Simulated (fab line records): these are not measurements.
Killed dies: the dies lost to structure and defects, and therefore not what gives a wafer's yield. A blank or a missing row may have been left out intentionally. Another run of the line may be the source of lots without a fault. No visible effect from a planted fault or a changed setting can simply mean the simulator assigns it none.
Which tool was responsible?    flow n5_finfet    10 lots, 30 wafers sampled, at 5 steps of a route of 1938

## WHAT THE GAUGES SHOWED, per wafer
N5_BEOL_M4_RC_MEAS_101. Usual: DIBL_N 35.9 mV/V, standard deviation 1.7; DIBL_P 36.0 mV/V, standard deviation 2.2; IOFF_N 0.16 nA/um, standard deviation 0.031; IOFF_P 0.21 nA/um, standard deviation 0.039; ION_N 678 uA/um, standard deviation 13; ION_P 464 uA/um, standard deviation 8.8; SS_N 71.5 mV/dec, standard deviation 0.61; SS_P 73.2 mV/dec, standard deviation 0.68; VT_N 249 mV, standard deviation 3.3; VT_P -250 mV, standard deviation 3.8.
lot   measured      on         DIBL_N (mV/V)   DIBL_P (mV/V)   IOFF_N (nA/um)  IOFF_P (nA/um)  ION_N (uA/um)  ION_P (uA/um)  SS_N (mV/dec)   SS_P (mV/dec)   VT_N (mV)    VT_P (mV)       flag
L191  day 8 10:04   prober-01  37.3 33.9 34.0  35.9 31.8 30.5  0.17 0.12 0.12  0.20 0.15 0.14  686 675 663    466 462 451    71.5 70.2 71.4  74.4 72.8 72.5  247 250 251  -252 -253 -256  
L194  day 9 03:22   prober-02  35.2 35.0 36.0  35.9 35.4 36.1  0.15 0.14 0.15  0.19 0.18 0.19  670 681 679    463 463 463    70.7 71.9 71.8  72.6 72.4 73.2  247 248 250  -254 -254 -250  
L197  day 10 01:32  prober-01  38.3 39.5 38.3  38.9 39.3 38.3  0.19 0.22 0.18  0.23 0.24 0.22  684 681 672    459 459 453    71.8 72.5 71.8  74.7 74.4 73.9  250 247 249  -252 -253 -253  
L203  day 11 21:42  prober-02  34.3 37.3 35.8  35.5 39.1 36.8  0.17 0.22 0.19  0.20 0.27 0.22  677 689 693    457 468 464    71.5 72.8 72.2  73.0 73.9 72.6  249 245 248  -249 -247 -250  
L205  day 11 18:02  prober-02  33.4 37.4 36.6  31.9 36.7 35.8  0.11 0.17 0.16  0.15 0.22 0.20  670 683 681    459 471 467    70.5 72.4 71.8  72.1 73.4 72.9  253 249 250  -255 -250 -251  
L208  day 12 17:44  prober-02  35.3 36.2 34.4  33.9 35.6 33.5  0.13 0.14 0.12  0.17 0.19 0.16  651 677 655    447 465 452    71.1 71.7 71.4  72.2 73.0 72.7  255 252 255  -254 -251 -252  
L209  day 12 21:04  prober-02  34.2 32.8 36.7  33.5 31.1 37.7  0.12 0.10 0.16  0.15 0.13 0.21  660 657 677    455 450 460    70.2 71.3 71.0  72.6 72.6 73.4  254 257 249  -254 -257 -254  
L212  day 14 02:04  prober-02  34.9 38.4 34.8  33.1 38.7 33.7  0.13 0.20 0.13  0.17 0.25 0.17  681 688 690    462 463 465    71.8 72.1 70.8  73.0 73.7 72.6  251 245 250  -252 -249 -254  

## EACH LOT AND THE TOOL THAT RAN IT (in order: tool; ch and the chambers of the sampled wafers; start)
lot   N5_BEOL_M0_SAQP_PECVD_04         N5_BEOL_M0_SAQP_DESCUM_19           N5_BEOL_M0_SAQP_RECESS_114          N5_BEOL_M0_SAQP_ETCH_102
L191  pecvd-04 ch 0,1,2, day 6 03:04   rie_diel-04 ch 1,2,3, day 6 03:53   vapor_etch-02 ch 0,1, day 6 04:23   rie_si-03 ch 0,2,3, day 6 05:35
L192  pecvd-04 ch 0,1, day 6 06:43     rie_diel-04 ch 0,2,3, day 6 07:23   vapor_etch-01 ch 0,1, day 6 07:53   rie_si-01 ch 1,2,3, day 6 09:24
L193  pecvd-04 ch 0,2, day 6 10:43     rie_diel-04 ch 3, day 6 11:23       vapor_etch-02 ch 0,1, day 6 12:01   rie_si-03 ch 1,3, day 6 13:19
L194  pecvd-03 ch 0,1,2, day 6 18:05   rie_diel-04 ch 2,3, day 6 18:47     vapor_etch-01 ch 0,1, day 6 19:17   rie_si-01 ch 0,1, day 6 20:32
L197  pecvd-03 ch 1,2, day 7 07:37     rie_diel-03 ch 0,3, day 7 08:17     vapor_etch-01 ch 0,1, day 7 08:55   rie_si-03 ch 0,2, day 7 10:10
L203  pecvd-03 ch 1,2, day 9 00:44     rie_diel-04 ch 0,1,2, day 9 01:24   vapor_etch-01 ch 0,1, day 9 01:56   rie_si-01 ch 0,1,2, day 9 03:16
L205  pecvd-03 ch 0,1, day 9 09:35     rie_diel-03 ch 0,2,3, day 9 10:15   vapor_etch-01 ch 0,1, day 9 10:46   rie_si-06 ch 1,3, day 9 12:11
L208  pecvd-03 ch 0,2, day 10 03:21    rie_diel-03 ch 0,1, day 10 04:02    vapor_etch-02 ch 0,1, day 10 04:40  rie_si-03 ch 0,1, day 10 06:14
L209  pecvd-03 ch 1,2, day 10 11:55    rie_diel-04 ch 0,2, day 10 12:46    vapor_etch-01 ch 0,1, day 10 13:28  rie_si-06 ch 0,3, day 10 14:40
L212  pecvd-04 ch 0,1,2, day 11 02:25  rie_diel-03 ch 0,1,3, day 11 02:57  vapor_etch-02 ch 0,1, day 11 03:35  rie_si-01 ch 1,2, day 11 04:40
- N5_BEOL_M0_SAQP_PECVD_04: deposits a-Si from SiH4/He, target thk 60 nm, time 60.2 s.
- N5_BEOL_M0_SAQP_DESCUM_19: chemistry O2, time 7.9 s.
- N5_BEOL_M0_SAQP_RECESS_114: chemistry HF/NH3, target SiO2, target depth 14.4 nm, afs cycles 3, sublimation time 60 s.
- N5_BEOL_M0_SAQP_ETCH_102: etches SiO2 in CF4, target depth 4 nm, time 4.4 s.

## WHAT THE TOOLS THEMSELVES READ (means of the sampled wafers that have a number; where no wafer has one, the mark that the record gives instead)
N5_BEOL_M0_SAQP_PECVD_04. Usual: heater_power_w 639 W, standard deviation 52; showerhead_plenum_p_Torr 5.73 Torr, standard deviation 0.048; throttle_valve_pct 18.1 %, standard deviation 1.1.
lot   tool      heater_power_w (W)  showerhead_plenum_p_Torr (Torr)  throttle_valve_pct (%)  flag
L191  pecvd-04  681                 5.70                             18.3                    
L192  pecvd-04  643                 5.71                             18.2                    
L193  pecvd-04  585                 5.67                             17.6                    
L194  pecvd-03  653                 5.74                             17.4                    
L197  pecvd-03  607                 5.74                             17.5                    
L203  pecvd-03  629                 5.74                             17.5                    
L205  pecvd-03  648                 5.72                             17.5                    
L208  pecvd-03  707                 5.76                             17.5                    
L209  pecvd-03  621                 5.72                             17.8                    
L212  pecvd-04  623                 5.71                             18.3                    

N5_BEOL_M0_SAQP_DESCUM_19. Usual: drypump_motor_current_A 5.8 A, standard deviation 0.59; oes_product_au 0.80 a.u., standard deviation 0.098; rf_vpp_V 243.0 V, standard deviation 1.2; showerhead_plenum_p_Torr 2.09 Torr, standard deviation 0.06; throttle_valve_pct 20.5 %, standard deviation 0.34.
lot   tool         drypump_motor_current_A (A)  oes_product_au (a.u.)  rf_vpp_V (V)  showerhead_plenum_p_Torr (Torr)  throttle_valve_pct (%)  flag
L191  rie_diel-04  6.3                          0.83                   243.2         2.10                             20.6                    
L192  rie_diel-04  6.0                          0.78                   243.1         2.11                             20.8                    
L193  rie_diel-04  6.6                          0.73                   242.2         2.01                             20.8                    
L194  rie_diel-04  6.3                          0.79                   242.1         2.06                             20.7                    
L197  rie_diel-03  5.8                          0.77                   243.8         2.16                             20.3                    
L203  rie_diel-04  6.0                          0.78                   244.1         2.14                             20.7                    
L205  rie_diel-03  5.6                          0.75                   242.3         2.10                             20.4                    
L208  rie_diel-03  5.2                          0.78                   242.3         2.08                             20.1                    
L209  rie_diel-04  5.7                          0.89                   244.1         2.14                             20.6                    
L212  rie_diel-03  5.5                          0.76                   244.3         2.12                             20.2                    

N5_BEOL_M0_SAQP_RECESS_114. Usual: drypump_motor_current_A 5.8 A, standard deviation 0.63.
lot   tool           drypump_motor_current_A (A)  flag
L191  vapor_etch-02  6.2                          
L192  vapor_etch-01  -                            OFF
L193  vapor_etch-02  -                            OFF
L194  vapor_etch-01  5.7                          
L197  vapor_etch-01  5.3                          
L203  vapor_etch-01  5.7                          
L205  vapor_etch-01  5.2                          
L208  vapor_etch-02  6.3                          
L209  vapor_etch-01  5.7                          
L212  vapor_etch-02  6.2                          

N5_BEOL_M0_SAQP_ETCH_102. Usual: bias_w 400.1 W, standard deviation 1.2; drypump_motor_current_A 5.6 A, standard deviation 0.57; oes_product_au 1.003 a.u., standard deviation 0.019; throttle_valve_pct 21.75 %, standard deviation 0.24.
lot   tool       bias_w (W)  drypump_motor_current_A (A)  oes_product_au (a.u.)  throttle_valve_pct (%)  flag
L191  rie_si-03  399.4       5.9                          1.011                  21.89                   
L192  rie_si-01  399.1       5.8                          1.000                  21.61                   
L193  rie_si-03  402.1       5.5                          1.000                  21.99                   
L194  rie_si-01  398.8       5.9                          1.028                  21.86                   
L197  rie_si-03  399.3       6.0                          1.018                  21.86                   
L203  rie_si-01  400.4       5.9                          1.009                  21.78                   
L205  rie_si-06  400.2       5.5                          1.010                  21.62                   
L208  rie_si-03  399.1       6.0                          1.021                  21.87                   
L209  rie_si-06  401.5       5.6                          0.988                  22.01                   
L212  rie_si-01  400.1       5.9                          1.000                  21.70                   

## THE ANSWER, worked out from the rows above alone
Rule: a lot counts as off when the mean over its wafers that have a number is more than 3 standard deviations away from the usual mean. Also off: a lot with no number at a reading for which 4 or more lots have one. Where the step has rows for the other lots, those lots are counted as sound. The gauges are gone through in route order, then the tools' own readings, and for those a lot's mean is taken as printed above. The first step at which some lot is off is used, and at that step the reading that is off furthest; a lot without a number counts as furthest.
Off: L192, L193 (N5_BEOL_M0_SAQP_RECESS_114, drypump_motor_current_A). Without a number there: L192, L193.
A tool fits if, at that step or a process step before it, it ran every lot that is off, and no sound lot after the first of them. None of those tried fits.

## WHAT THE SIMULATOR HAD PUT IN
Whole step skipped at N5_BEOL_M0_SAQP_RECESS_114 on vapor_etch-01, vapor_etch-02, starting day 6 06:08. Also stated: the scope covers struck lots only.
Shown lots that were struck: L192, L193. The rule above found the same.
